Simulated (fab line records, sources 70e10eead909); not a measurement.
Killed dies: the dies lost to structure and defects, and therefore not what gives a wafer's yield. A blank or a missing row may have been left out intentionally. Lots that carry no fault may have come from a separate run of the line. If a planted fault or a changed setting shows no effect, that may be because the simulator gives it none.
Matching of chambers / flow nandHarc / NHARC_A_STAIRCASE_ALD_420 on aldHk-01: 4 sister chambers
The step deposits SiO2, target thk 20 nm, pulse time 6 s, ald cycles 200. 4 wafers are shown with their chamber, then 7 later ones without.

WAFERS PAIRED WITH THEIR CHAMBERS
wafer=L925.1; chamber=1; heaterPowerW (W)=461
wafer=L925.3; chamber=2; heaterPowerW (W)=455
wafer=L926.2; chamber=0; heaterPowerW (W)=614
wafer=L926.3; chamber=3; heaterPowerW (W)=408

WAFERS MISSING THEIR CHAMBER
wafer=L926.5; heaterPowerW (W)=407
wafer=L935.2; heaterPowerW (W)=396
wafer=L935.3; heaterPowerW (W)=437
wafer=L935.6; heaterPowerW (W)=609
wafer=L936.1; heaterPowerW (W)=611
wafer=L936.2; heaterPowerW (W)=411
wafer=L936.3; heaterPowerW (W)=435

THE CHAMBER EACH PASSED THROUGH
wafer=L926.5; from the rows above=3; in truth=3
wafer=L935.2; from the rows above=3; in truth=3
wafer=L935.3; from the rows above=can't be placed: 2 or 1 or 3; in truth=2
wafer=L935.6; from the rows above=0; in truth=0
wafer=L936.1; from the rows above=0; in truth=0
wafer=L936.2; from the rows above=3; in truth=3
wafer=L936.3; from the rows above=can't be placed: 2 or 1 or 3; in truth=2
Correctly placed: 5 of 7. Cannot be placed on the basis of these rows: 2; the candidates contain the true chamber in 2. Wrongly placed: 0.
How it was worked out, from the rows above alone: a wafer's distance from a chamber is the root of the sum, over the readings, of the square of ((its reading less the chamber's mean) divided by the reading's scatter). The wafer belongs to the nearest chamber; if the next one is less than 2 further off, it can't be placed. The mean given for a chamber averages the wafers shown for that chamber. The scatter: with one shown wafer a chamber, the root of the mean of the squares of how far each hidden wafer lies from its nearest shown one.
